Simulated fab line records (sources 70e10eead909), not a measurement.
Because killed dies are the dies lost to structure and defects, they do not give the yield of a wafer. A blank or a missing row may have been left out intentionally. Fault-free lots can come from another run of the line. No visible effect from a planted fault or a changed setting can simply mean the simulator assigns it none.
One fault through the eyes of 2 desks | flow nand harc | each desk holds nothing but its own numbers, with what lay behind them at the end

THE METROLOGY DESK
What the gauges read for every lot (on any tool): the sampled wafers with a number, averaged. If a lot's mean is further than 4 standard deviations from the usual mean, the lot is out of limits and carries the mark OUT (the distance appears in the brackets).
Columns: A = cd nm at NHARC_A_M0_CD_MEAS_09, usual 80.1 nm
lot  | first seen here | A
L197 | day 23 03:11    | 80.2
L200 | day 23 18:19    | 80.7
L199 | day 23 19:38    | 80.2
L201 | day 24 06:10    | 79.7
L202 | day 25 06:10    | 80.4
L203 | day 25 11:07    | 79.7
L204 | day 25 21:10    | 83.9 (+5.4) OUT
L212 | day 28 13:10    | 81.1
L211 | day 28 17:53    | 83.4 (+4.6) OUT
L214 | day 29 16:08    | 79.2
L216 | day 30 13:05    | 80.0
L220 | day 32 12:30    | 79.6
This desk's finding: out of limits on L204, L211; first on L204, day 25 21:10 (cd nm at NHARC_A_M0_CD_MEAS_09). L197, L200, L199, L201, L202, L203, L212, L214, L216, L220: within limits.

AT THE TOOL OWNER'S DESK: arfi scanner-03
The tool's own readings at NHARC_A_M0_EXPOSE_06 (exposes mask A M0, target cd 80 nm): means of the sampled wafers that have a number, for each lot that ran on this tool. If a lot's mean is further than 4 standard deviations from the usual mean, the lot is out of limits and carries the mark OUT (the distance appears in the brackets).
Columns: A = exposure dose mJ cm2 at NHARC_A_M0_EXPOSE_06, usual 83.22
lot  | first seen here | A
L200 | day 23 18:11    | 83.28
L202 | day 25 06:02    | 83.23
L204 | day 25 21:02    | 88.56 (+73) OUT
L211 | day 28 17:44    | 87.43 (+58) OUT
This desk's finding: out of limits on L204, L211; first on L204, day 25 21:02 (exposure dose mJ cm2 at NHARC_A_M0_EXPOSE_06). L200, L202: within limits.

ALL TOGETHER
An alarm could have come from the tool owner's desk at day 25 21:02, on L204, L211.
An alarm was possible from the metrology desk at day 25 21:10, on L204, L211.
All the named lots went through NHARC_A_M0_EXPOSE_06 on arfi scanner-03.

WHAT THE SIMULATOR HAD PUT IN
Process parameter drift: arfi scanner-03, from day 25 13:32 on, at NHARC_A_M0_EXPOSE_06. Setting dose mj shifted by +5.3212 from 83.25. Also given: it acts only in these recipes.
Lots struck among those shown: L204, L211.
Counting hours from when the fault started, the first reading out of limits came at 8 for the tool owner's desk and at 8 for the metrology desk.
